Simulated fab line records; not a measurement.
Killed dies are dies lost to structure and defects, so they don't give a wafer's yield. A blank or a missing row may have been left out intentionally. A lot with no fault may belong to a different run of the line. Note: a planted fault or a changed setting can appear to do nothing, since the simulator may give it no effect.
Chamber matching	flow nandHarc	NHARC_P_M0_STRIP_18 on rieDiel-13 has 4 sister chambers
The step strips in N2/H2. 4 wafers are shown with their chamber, then 9 later ones without.

== EACH WAFER AND ITS CHAMBER ==
wafer	chamber	showerheadPlenumPTorr (Torr)
L083.3	2	2.14
L083.4	3	2.19
L084.5	0	2.06
L084.6	1	1.94

== WAFERS WITHOUT THEIR CHAMBER ==
wafer	showerheadPlenumPTorr (Torr)
L085.1	1.93
L085.5	2.05
L085.6	1.93
L087.1	2.13
L087.3	1.93
L087.6	2.19
L089.3	2.19
L089.5	2.19
L089.6	2.13

== WHICH CHAMBER EACH ONE RAN IN ==
wafer	from the rows above	in truth
L085.1	1	1
L085.5	0	0
L085.6	1	1
L087.1	2	2
L087.3	1	1
L087.6	3	3
L089.3	3	3
L089.5	3	3
L089.6	2	2
Correctly placed: 9 of 9. From these rows, 0 cannot be placed. Number placed wrongly: 0.
How it was worked out, from the rows above alone: a wafer's distance from a chamber is the root of the sum, over the readings, of the square of ((its reading less the chamber's mean) divided by the reading's scatter). The wafer belongs to the nearest chamber; if the next one is less than 2 further off, it can't be placed. A chamber's mean is the mean of its shown wafers. The scatter (one wafer shown for each chamber): square how far every hidden wafer sits from the nearest shown wafer, average those squares and take the square root.
